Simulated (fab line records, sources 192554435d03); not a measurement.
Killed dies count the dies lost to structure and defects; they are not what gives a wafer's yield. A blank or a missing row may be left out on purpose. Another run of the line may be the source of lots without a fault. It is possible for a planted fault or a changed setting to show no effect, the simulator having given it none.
Struck lot and sound lot, side by side	flow n5Finfet	40 steps out of a route of 1938
Sound: the wafers L469.3, L469.4, L469.6. Struck: wafer L457.6 (left out: L457.2, a lot-mate that was not struck); the cause follows at the end.
Each step with rows lists, per side, the tool, then ch with its chambers, then its first start. Under that, the readings that differ: sound wafers	struck wafers	difference of the means	sigmas: that difference in standard deviations of wafers without a fault.
alike: readings with means less than 2 such deviations apart, plus words and numbers identical on both sides. not compared: withheld readings, readings lacking a value on some wafer, bounds such as >300 that could conceal the same value, and numbers that have no deviation in the record and whose values overlap.
A row with sigmas, a row that says differs or no value, or rows on one side alone: a step with any of these is where the two part. When numbers do not overlap yet have no deviation, they are printed without sigmas and do not part them. A reading missing from all wafers of one side parts the sides only when that side holds two or more wafers.

first, 11 steps without rows for these wafers: N5_HKMG_FIN_STRIP_60 (strips in N2/H2, time 360 s); N5_HKMG_FIN_WET_ETCH_77 (etches La2O3 in dHCl, stops on HfO2, target depth 2 nm); N5_HKMG_FIN_WET_ETCH_78 (etches Al2O3 in dNH4OH, stops on La2O3, target depth 4.5 nm, rinse time 30 s); N5_HKMG_FIN_ALD_79 (deposits TiN, target thk 1.5 nm, pulse time 1 s, purge time 3 s); N5_HKMG_FIN_CVD_62 (deposits a-Si from Si2H6, target thk 3 nm, time 20.8 s); N5_HKMG_FIN_RTA_80 (time 2 s); N5_HKMG_FIN_PRECLEAN_64 (cleans in dHF, time 30 s); N5_HKMG_FIN_WET_ETCH_65 (etches a-Si in TMAH, stops on TiN, time 49 s, target depth 3 nm); N5_HKMG_FIN_WET_ETCH_81 (etches TiN in SC1, stops on HfO2, time 57 s, target depth 6 nm); N5_HKMG_FIN_WET_ETCH_82 (etches La2O3 in dHCl, stops on HfO2, target depth 2 nm, rinse time 30 s); N5_HKMG_FIN_ALD_36 (deposits TiN, target thk 1 nm, pulse time 1 s, purge time 3 s).
N5_HKMG_FIN_PWFM_ALD_03: deposits TiN, target thk 2 nm, pulse time 1 s, purge time 3 s.
  sound on aldMetal-04 ch 1, day 9 15:55; struck on aldMetal-02 ch 1, day 6 17:08
reading	sound	struck	difference	sigmas
aldCycles	91 91 91	127	+36	
model.TiN_of_HKMG_FIN_PWFM_ALD_03.thkNm (nm)	2 2 2	2.8	+0.8	
  alike: heaterPowerW, precursorPulseHeightRel
  not compared: sinceWetCleanH
then, 26 steps without rows for these wafers: N5_HKMG_FIN_COAT_29 (time 60 s, resist thk 300 nm); N5_HKMG_FIN_COAT_30 (time 60 s, resist thk 35 nm); N5_HKMG_FIN_COAT_06 (resist thk 90 nm); N5_HKMG_FIN_EBR_08; N5_HKMG_FIN_SOFTBAKE_07 (time 60 s); N5_HKMG_FIN_EXPOSE_09 (exposes mask NWFM); N5_HKMG_FIN_PEB_10 (peb time 60 s); N5_HKMG_FIN_DEVELOP_11 (develop time 30 s); N5_HKMG_FIN_DESCUM_17 (chemistry O2, time 7.9 s); N5_HKMG_FIN_ETCH_31 (etches SiARC in CF4, target depth 45.5 nm, time 75.8 s); N5_HKMG_FIN_ETCH_32 (etches SOC in N2/H2, target depth 240 nm, time 300 s); N5_HKMG_FIN_STRIP_33 (strips in N2/H2); N5_HKMG_FIN_STRIP_34 (strips in CF4); N5_HKMG_FIN_ETCH_35 (etches SOC in N2/H2, target depth 215.8 nm, time 243.4 s); N5_HKMG_FIN_STRIP_92 (strips SOC in N2/H2, time 20 s); N5_HKMG_FIN_WET_ETCH_18 (etches TiN in SC1, time 55 s, target depth 5.2 nm, rinse time 30 s); N5_HKMG_FIN_STRIP_19 (strips in N2/H2, time 360 s); N5_HKMG_FIN_ALD_91 (deposits TiN, target thk 1 nm, pulse time 1 s, purge time 3 s); N5_HKMG_FIN_COAT_85 (time 60 s, resist thk 300 nm); N5_HKMG_FIN_ETCH_86 (etches SOC in N2/H2, stops on TiN, target depth 393.2 nm); N5_HKMG_FIN_STRIP_89 (strips SOC in N2/H2, time 20 s); N5_HKMG_FIN_WET_ETCH_87 (etches TiN in SC1, time 154.2 s, target depth 4.7 nm, rinse time 30 s); N5_HKMG_FIN_STRIP_88 (strips in N2/H2, time 360 s); N5_HKMG_FIN_NWFM_ALD_20 (deposits TiAlC, target thk 2 nm, pulse time 3 s, purge time 2 s); N5_HKMG_FIN_ALD_71 (deposits TiN, target thk 1 nm, pulse time 1 s, purge time 3 s); N5_HKMG_FIN_COAT_66 (time 60 s, resist thk 300 nm).
-- here the record skips 4 days between the struck wafers' starts before and after, leaving off in module HKMG_FIN and picking up in module BEOL_M4 (first step shown: number 1111 of the route) --
N5_BEOL_M4_RC_MEAS_101:
  sound on prober-02 ch 0, day 14 08:02; struck on prober-02 ch 0, day 11 04:10
reading	sound	struck	difference	sigmas
IOFF_P (nA/um)	0.19 0.19 0.23	0.66	+0.46	+13
IOFF_P_85C (nA/um)	3.3 3.2 3.8	9.5	+6.1	+12
IOFF_P_LIN (nA/um)	0.093 0.090 0.106	0.295	+0.199	+15
IOFF_P_LONG (nA/um)	0.000115 0.000116 0.000114	0.000179	+0.000064	+8
ION_P (uA/um)	459 464 462	506	+44	+6
SS_N (mV/dec)	70.8 71.1 71.4	72.3	+1.2	+2
VT_P (mV)	-253.7 -252.5 -249.5	-224.2	+27.7	+10
VT_P_LONG (mV)	-273.8 -272.4 -276.0	-253.5	+20.6	+8
VT_P_LVT (mV)	-98.7 -99.5 -97.9	-70.3	+28.4	+10
  alike: DIBL_N, DIBL_P, IOFF_N, ION_N, SS_P, VT_N
-- record jumps: 5 days separate the struck wafers' starts on either side; left off in module BEOL_M4, taken up again in module PASSIVATION, whose first shown step is the route's number 1936 --
N5_PASSIVATION_PROBE_49:
  struck on prober-01, day 15 16:52; sound on prober-02, day 19 06:39
reading	sound	struck	difference	sigmas
sort_bin_4_leakage (%)	0 0 0	45.34	+45.34	+99 or more
sortNPass	1075 1085 1078	533	-546	-32
sortYieldPct (%)	91.1 91.9 91.4	45.2	-46.3	-33
  alike: defectLimitedYield, killed_at_M0_to_M3, killed_at_M4_up, killedAtContacts, killedAtFrontEnd, killedAtOther, killedDies, killedOnRim, killedOpen, killedShort, sort_bin_5_function, sort_bin_6_memory

WHERE THEY PART
Earliest at N5_BEOL_M4_RC_MEAS_101; latest, in this record, at N5_PASSIVATION_PROBE_49.

WHY: the cause the simulator had injected
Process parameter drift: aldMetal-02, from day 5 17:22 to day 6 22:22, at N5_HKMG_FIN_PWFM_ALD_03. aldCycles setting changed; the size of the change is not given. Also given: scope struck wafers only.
